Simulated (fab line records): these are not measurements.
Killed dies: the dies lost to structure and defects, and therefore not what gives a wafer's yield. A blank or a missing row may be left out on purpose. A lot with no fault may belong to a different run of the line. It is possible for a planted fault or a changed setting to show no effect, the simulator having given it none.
Which tool is to blame?    flow nand_harc    39 wafers from 13 lots sampled at 6 of the route's 1159 steps

## WHAT EACH GAUGE READ, for each wafer
NHARC_P_GATE_CD_MEAS_91: the cd target is 2000 nm. Usual: cd_nm reads 2000.6 nm (standard deviation 2.1).
lot   measured      on         cd_nm (nm)            flag
L358  day 5 14:27   cd_sem-03  2004.6 2003.0 1999.5  
L360  day 5 22:25   cd_sem-03  1999.4 2000.5 1999.8  
L361  day 6 01:30   cd_sem-01  1997.9 1998.4 2002.3  
L362  day 6 01:51   cd_sem-03  2003.8 1999.6 2000.2  
L365  day 7 02:57   cd_sem-03  2000.4 1997.3 2000.8  
L368  day 7 19:59   cd_sem-02  1998.0 1997.2 2000.8  
L370  day 8 12:25   cd_sem-01  1999.3 2001.3 1999.8  
L371  day 8 12:50   cd_sem-03  2190.6 2193.5 2190.9  OFF
L369  day 8 13:11   cd_sem-03  1999.2 1997.9 2001.4  
L372  day 8 18:32   cd_sem-01  1998.8 2002.5 2002.0  
L375  day 9 15:57   cd_sem-02  2002.6 2003.4 2003.4  
L380  day 10 16:44  cd_sem-01  2001.7 1998.4 1998.8  
L381  day 11 04:00  cd_sem-01  1994.8 1998.8 2001.3  

NHARC_P_GATE_INSPECT_68. Usual: raw_defect_count reads 197 (standard deviation 70).
lot   measured      on                 raw_defect_count  flag
L358  day 5 18:53   defect_inspect-01  111 121 137       
L360  day 6 01:43   defect_inspect-02  180 142 133       
L361  day 6 04:43   defect_inspect-01  212 204 147       
L362  day 6 04:56   defect_inspect-02  359 288 210       
L365  day 7 06:12   defect_inspect-02  232 299 233       
L368  day 7 23:04   defect_inspect-01  246 165 231       
L370  day 8 15:38   defect_inspect-02  191 228 245       
L371  day 8 15:56   defect_inspect-01  180 166 186       
L369  day 8 16:16   defect_inspect-02  279 101 135       
L372  day 8 21:44   defect_inspect-01  163 153 223       
L375  day 9 19:14   defect_inspect-01  125 183 138       
L380  day 10 19:49  defect_inspect-01  105 70 124        
L381  day 11 07:04  defect_inspect-02  125 213 114       

NHARC_END_SORT_01. Usual: killed_at_array 26, standard deviation 9.1; killed_at_other 0.7, standard deviation 0.9; killed_at_periphery 3.6, standard deviation 2.8; killed_dies 30, standard deviation 9.2; killed_open 3.0, standard deviation 1.9; killed_short 2.0, standard deviation 1.4.
lot   measured      on         killed_at_array  killed_at_other  killed_at_periphery  killed_dies  killed_open  killed_short  flag
L371  day 22 08:23  prober-02  24 32 30         0 0 1            11 9 5               35 41 36     7 5 6        3 2 1         
L369  day 23 09:22  prober-02  39               1                4                    44           2            2             

## WHAT TOOL EACH LOT RAN ON (gives the tool, then ch and the chambers of the sampled wafers, and finally the start)
lot   NHARC_P_GATE_ETCHBACK_37                       NHARC_P_GATE_STRIP_112                NHARC_P_GATE_EXPOSE_88
L358  rie_diel-05 ch 0,1,2, day 5 13:24 or earlier   plasma_asher-02 ch 0,1, day 5 13:24   krf_scanner-01 ch 0, day 5 14:18
L360  rie_diel-02 ch 0,1, day 5 21:25 or earlier     plasma_asher-02 ch 0,1, day 5 21:25   krf_scanner-04 ch 0, day 5 22:16
L361  rie_diel-05 ch 0,1,2, day 6 00:29 or earlier   plasma_asher-02 ch 0,1, day 6 00:29   krf_scanner-04 ch 0, day 6 01:20
L362  rie_diel-02 ch 0,1,3, day 6 00:42 or earlier   plasma_asher-01 ch 0,1, day 6 00:42   krf_scanner-01 ch 0, day 6 01:41
L365  rie_diel-08 ch 0,1,3, day 7 01:46 or earlier   plasma_asher-02 ch 0,1, day 7 01:46   krf_scanner-03 ch 0, day 7 02:48
L368  rie_diel-05 ch 0,3, day 7 19:00 or earlier     plasma_asher-02 ch 0,1, day 7 19:00   krf_scanner-04 ch 0, day 7 19:50
L370  rie_diel-05 ch 0,2,3, day 8 11:22 or earlier   plasma_asher-02 ch 0,1, day 8 11:22   krf_scanner-04 ch 0, day 8 12:16
L371  rie_diel-02 ch 0,2,3, day 8 11:42 or earlier   plasma_asher-01 ch 0,1, day 8 11:42   krf_scanner-01 ch 0, day 8 12:41
L369  rie_diel-02 ch 0,1,3, day 8 12:03 or earlier   plasma_asher-02 ch 0,1, day 8 12:03   krf_scanner-04 ch 0, day 8 13:02
L372  rie_diel-05 ch 0,3, day 8 17:29 or earlier     plasma_asher-01 ch 0,1, day 8 17:29   krf_scanner-04 ch 0, day 8 18:23
L375  rie_diel-05 ch 0,2,3, day 9 14:54 or earlier   plasma_asher-01 ch 0,1, day 9 14:54   krf_scanner-03 ch 0, day 9 15:47
L380  rie_diel-08 ch 0,1,3, day 10 15:34 or earlier  plasma_asher-01 ch 0,1, day 10 15:34  krf_scanner-01 ch 0, day 10 16:35
L381  rie_diel-08 ch 2,3, day 11 02:54 or earlier    plasma_asher-01 ch 0,1, day 11 02:54  krf_scanner-04 ch 0, day 11 03:51
- NHARC_P_GATE_ETCHBACK_37: etches the open film in CHF3/O2, target depth 34.5 nm, time 17.2 s.
- NHARC_P_GATE_STRIP_112: strips in N2/H2, time 200 s.
- NHARC_P_GATE_EXPOSE_88: exposes mask P HVN, target cd 2000 nm.

## AS READ BY THE TOOLS THEMSELVES (means over the sampled wafers that have a number; for cases with no such wafer, the mark the record gives instead)
NHARC_P_GATE_ETCHBACK_37. Usual: drypump_motor_current_A 5.8 A, standard deviation 0.36; oes_product_au 0.96 a.u., standard deviation 0.037; rf_vpp_V 370.7 V, standard deviation 1.7; showerhead_plenum_p_Torr 2.41 Torr, standard deviation 0.063; throttle_valve_pct 20.571 %, standard deviation 0.0085.
lot   tool         drypump_motor_current_A (A)  oes_product_au (a.u.)  rf_vpp_V (V)  showerhead_plenum_p_Torr (Torr)  throttle_valve_pct (%)  flag
L358  rie_diel-05  6.0                          1.00                   371.0         2.39                             20.575                  
L360  rie_diel-02  5.7                          1.00                   372.4         2.48                             20.578                  
L361  rie_diel-05  6.0                          0.93                   370.6         2.39                             20.578                  
L362  rie_diel-02  5.8                          0.95                   372.6         2.46                             20.570                  
L365  rie_diel-08  5.5                          0.99                   369.0         2.38                             20.561                  
L368  rie_diel-05  5.8                          0.92                   371.8         2.46                             20.580                  
L370  rie_diel-05  5.9                          1.00                   371.6         2.42                             20.568                  
L371  rie_diel-02  5.7                          0.93                   370.5         2.39                             20.564                  
L369  rie_diel-02  5.8                          0.93                   372.4         2.45                             20.569                  
L372  rie_diel-05  5.8                          1.01                   372.3         2.45                             20.567                  
L375  rie_diel-05  5.9                          0.93                   371.1         2.42                             20.574                  
L380  rie_diel-08  5.5                          0.98                   370.2         2.37                             20.570                  
L381  rie_diel-08  5.5                          0.99                   372.3         2.48                             20.572                  

NHARC_P_GATE_STRIP_112. Usual: drypump_motor_current_A 5.8 A, standard deviation 0.38; heater_power_w 80.3 W, standard deviation 1.5.
lot   tool             drypump_motor_current_A (A)  heater_power_w (W)  flag
L358  plasma_asher-02  5.6                          80.3                
L360  plasma_asher-02  5.6                          79.8                
L361  plasma_asher-02  5.6                          80.2                
L362  plasma_asher-01  5.6                          81.7                
L365  plasma_asher-02  5.6                          79.6                
L368  plasma_asher-02  6.0                          79.0                
L370  plasma_asher-02  5.6                          79.2                
L371  plasma_asher-01  5.8                          80.1                
L369  plasma_asher-02  6.0                          78.7                
L372  plasma_asher-01  5.6                          81.9                
L375  plasma_asher-01  5.8                          81.2                
L380  plasma_asher-01  5.6                          81.2                
L381  plasma_asher-01  5.6                          80.7                

## THE ANSWER, worked out from the rows above alone
Rule: lot off if the mean of its wafers having a number is beyond 3 standard deviations from the usual mean. Also off: a lot with no number at a reading for which 4 or more lots have one. All remaining lots with rows at the step are treated as sound. First the gauges in route order, then the tools' own readings, where a lot's mean is used as printed above. At the first step where some lot is off, the reading lying furthest off is the one used; lots without a number count as furthest.
Off: L371 (NHARC_P_GATE_CD_MEAS_91, cd_nm).
A tool fits if, at a process step before that reading, it ran every lot that is off, and no sound lot after the first of them. Gauges at NHARC_P_GATE_CD_MEAS_91: tried the same way as those tools. Because NHARC_P_GATE_ETCHBACK_37 lacks a start for some lots, the hours and order of its lots are taken from NHARC_P_GATE_STRIP_112. No candidate that was tried fits.

## WHAT THE SIMULATOR HAD INSERTED
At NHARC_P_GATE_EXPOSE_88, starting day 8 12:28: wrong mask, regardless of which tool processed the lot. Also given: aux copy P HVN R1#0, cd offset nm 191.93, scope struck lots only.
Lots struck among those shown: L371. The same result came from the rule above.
